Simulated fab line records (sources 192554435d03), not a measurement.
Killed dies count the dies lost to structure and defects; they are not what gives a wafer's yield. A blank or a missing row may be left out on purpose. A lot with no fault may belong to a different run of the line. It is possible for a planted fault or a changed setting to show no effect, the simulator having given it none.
Comparing a struck lot with a sound one :: flow n5 finfet :: 40 steps out of a route of 1938
Sound: the wafers L575.1, L575.3, L575.5. Struck: wafer L562.2. (L562.4, L562.6 of the same lot were not struck and are left out.) The cause comes at the end.
For every step that has rows: the tool of each side, followed by ch and its chambers, followed by its first start. Under that, the readings that differ: sound wafers :: struck wafers :: difference of the means :: sigmas: that difference in standard deviations of wafers without a fault.
alike: readings with means less than 2 such deviations apart, plus words and numbers identical on both sides. not compared: withheld readings, readings lacking a value on some wafer, bounds such as >300 that could conceal the same value, and numbers that have no deviation in the record and whose values overlap.
Wherever a step has rows on one side only, a row that says differs or no value, or a row with sigmas, the two part there. When numbers do not overlap yet have no deviation, they are printed without sigmas and do not part them. A reading that every wafer of one side lacks parts them only if that side has two wafers or more.

first, 11 steps without rows for these wafers: N5_BEOL_M0_SAQP_SPACER1_ETCHBACK_99 (etches SiO2 in CHF3/O2, target depth 15.4 nm, time 7.7 s); N5_BEOL_M0_SAQP_MANDREL1_REMOVE_100 (chemistry HBr/Cl2/O2, target a-Si, stops on SiNx, bt time 10 s); N5_BEOL_M0_SAQP_ETCH_101 (etches SiNx in CH3F/O2, target depth 29.9 nm, time 42.7 s); N5_BEOL_M0_SAQP_ETCH_102 (etches SiO2 in CF4, target depth 4 nm, time 4.4 s); N5_BEOL_M0_SAQP_MANDREL_ETCH_103 (etches a-Si in HBr/Cl2, stops on SiCN, target depth 45 nm, bt time 10 s, time 27 s); N5_BEOL_M0_SAQP_RECESS_104 (chemistry HF/NH3, target SiO2, target depth 18 nm, afs cycles 3, sublimation time 60 s); N5_BEOL_M0_SAQP_COAT_105 (time 60 s, resist thk 100 nm); N5_BEOL_M0_SAQP_ETCH_106 (etches SOC in N2/H2, stops on SiNx, target depth 150 nm); N5_BEOL_M0_SAQP_ETCH_107 (etches SiNx in CH3F/O2, target depth 30 nm); N5_BEOL_M0_SAQP_STRIP_108 (strips in N2/H2); N5_BEOL_M0_SAQP_RECESS_109 (chemistry HF/NH3, target SiO2, target depth 3 nm, afs cycles 1, sublimation time 60 s).
N5_BEOL_M0_SAQP_SPACER2_ALD_26: deposits SiO2, target thk 15 nm, pulse time 1 s, purge time 2 s.
  sound on ald sin-04 ch 1,2,3, day 10 03:44; struck on ald sin-02 ch 0, day 7 09:18
reading: model.SiO2_of_BEOL_M0_SAQP_SPACER2_ALD_26.thk nm (nm)
sound: 15 15 15
struck: 22.8
difference: +7.8
sigmas: 
  alike: heater power w, precursor pulse height rel
then, 1 step without rows for these wafers: N5_BEOL_M0_SAQP_SPACER2_ETCHBACK_27 (etches SiO2 in CHF3/O2, target depth 22.5 nm, time 11.25 s).
N5_BEOL_M0_SAQP_MANDREL2_REMOVE_110: chemistry HBr/Cl2/O2, target a-Si, stops on SiCN, bt time 10 s.
  sound on rie si-06 ch 2,3, day 10 04:22; struck on rie si-01 ch 0, day 7 10:04
reading: model.SiO2_of_BEOL_M0_SAQP_SPACER2_ALD_26.thk nm (nm)
sound: 10.6 10.6 10.6
struck: 18.4
difference: +7.8
sigmas: 

reading: model.BEOL_M0_SAQP.cd nm (nm)
sound: 15 15 15
struck: 22.8
difference: +7.8
sigmas: 
  alike: drypump motor current A, mfc cl2 sccm, oes product au, throttle valve pct
  not compared: rf hours counter h
N5_BEOL_M0_SAQP_CD_MEAS_29: target cd 14.4 nm.
  sound on cd sem-02 ch 0, day 10 04:29; struck on cd sem-03 ch 0, day 7 10:10
reading: cd nm (nm)
sound: 15.13 15.38 15.15
struck: 22.92
difference: +7.70
sigmas: +35
then, 23 steps without rows for these wafers: N5_BEOL_M0_SAQP_COAT_69 (time 60 s, resist thk 90 nm); N5_BEOL_M0_SAQP_COAT_72 (time 60 s, resist thk 15 nm); N5_BEOL_M0_SAQP_COAT_87 (time 60 s, resist thk 5 nm); N5_BEOL_M0_SAQP_COAT_34 (resist thk 30 nm); N5_BEOL_M0_SAQP_EBR_36; N5_BEOL_M0_SAQP_SOFTBAKE_35 (time 60 s); N5_BEOL_M0_SAQP_EXPOSE_37 (exposes mask M0 CUT1, target cd 30 nm); N5_BEOL_M0_SAQP_PEB_38 (peb time 60 s); N5_BEOL_M0_SAQP_DEVELOP_39 (develop time 30 s); N5_BEOL_M0_SAQP_DESCUM_45 (chemistry O2, time 7 s); N5_BEOL_M0_SAQP_ETCH_88 (etches underlayer in N2/H2, target depth 6.5 nm, time 5.2 s); N5_BEOL_M0_SAQP_ETCH_73 (etches SiARC in CF4, target depth 19.5 nm, time 32.5 s); N5_BEOL_M0_SAQP_CUT_ETCH_46 (etches SOC in N2/H2, target depth 135 nm, overetch 27 nm, time 202.5 s); N5_BEOL_M0_SAQP_STRIP_74 (strips in N2/H2); N5_BEOL_M0_SAQP_STRIP_89 (strips in N2/H2); N5_BEOL_M0_SAQP_ALD_48 (deposits SiO2, target thk 20 nm, pulse time 1 s, co reactant pulse time 1 s); N5_BEOL_M0_SAQP_ETCH_49 (etches SiO2 in CF4/O2, target depth 37 nm); N5_BEOL_M0_SAQP_STRIP_75 (strips in CF4); N5_BEOL_M0_CUTY_COAT_50 (time 60 s, resist thk 15 nm); N5_BEOL_M0_CUTY_COAT_51 (resist thk 150 nm); N5_BEOL_M0_CUTY_EBR_52; N5_BEOL_M0_CUTY_SOFTBAKE_53 (time 60 s); N5_BEOL_M0_CUTY_EXPOSE_54 (exposes mask M0 ABLK).
N5_BEOL_M4_RC_MEAS_101:
  the record has rows for the sound wafers here (prober-01 ch 0, day 13 08:31) and none for the struck ones
-- the record jumps here: 7 days lie between the struck wafers' starts before and after (it left off in module BEOL_M4 and takes up again in module PASSIVATION, whose first step shown is number 1936 of the route) --
N5_PASSIVATION_PROBE_49:
  sound: prober-02 at day 18 00:17; struck: prober-01 at day 14 09:24
reading: defect limited yield (%)
sound: 92.6 91.0 91.6
struck: 0
difference: -92
sigmas: -57

reading: killed_at_M0_to_M3
sound: 40 26 34
struck: 1100
difference: +1067
sigmas: +97

reading: killed dies
sound: 87 106 99
struck: 1180
difference: +1083
sigmas: +57

reading: killed on rim
sound: 8 12 9
struck: 152
difference: +142
sigmas: +36

reading: sort_bin_5_function (%)
sound: 3.8 4.8 4.7
struck: 96.3
difference: +91.9
sigmas: +92

reading: sort n pass
sound: 1093 1074 1081
struck: 0
difference: -1083
sigmas: -49

reading: sort yield pct (%)
sound: 92.6 91.0 91.6
struck: 0
difference: -92
sigmas: -48
  alike: killed_at_M4_up, killed at contacts, killed at front end, killed at other, killed open, killed short, sort_bin_6_memory

== WHERE THEY PART ==
At N5_BEOL_M0_SAQP_CD_MEAS_29 first; at N5_PASSIVATION_PROBE_49 last (within this record only).

WHY: what had been put in by the simulator
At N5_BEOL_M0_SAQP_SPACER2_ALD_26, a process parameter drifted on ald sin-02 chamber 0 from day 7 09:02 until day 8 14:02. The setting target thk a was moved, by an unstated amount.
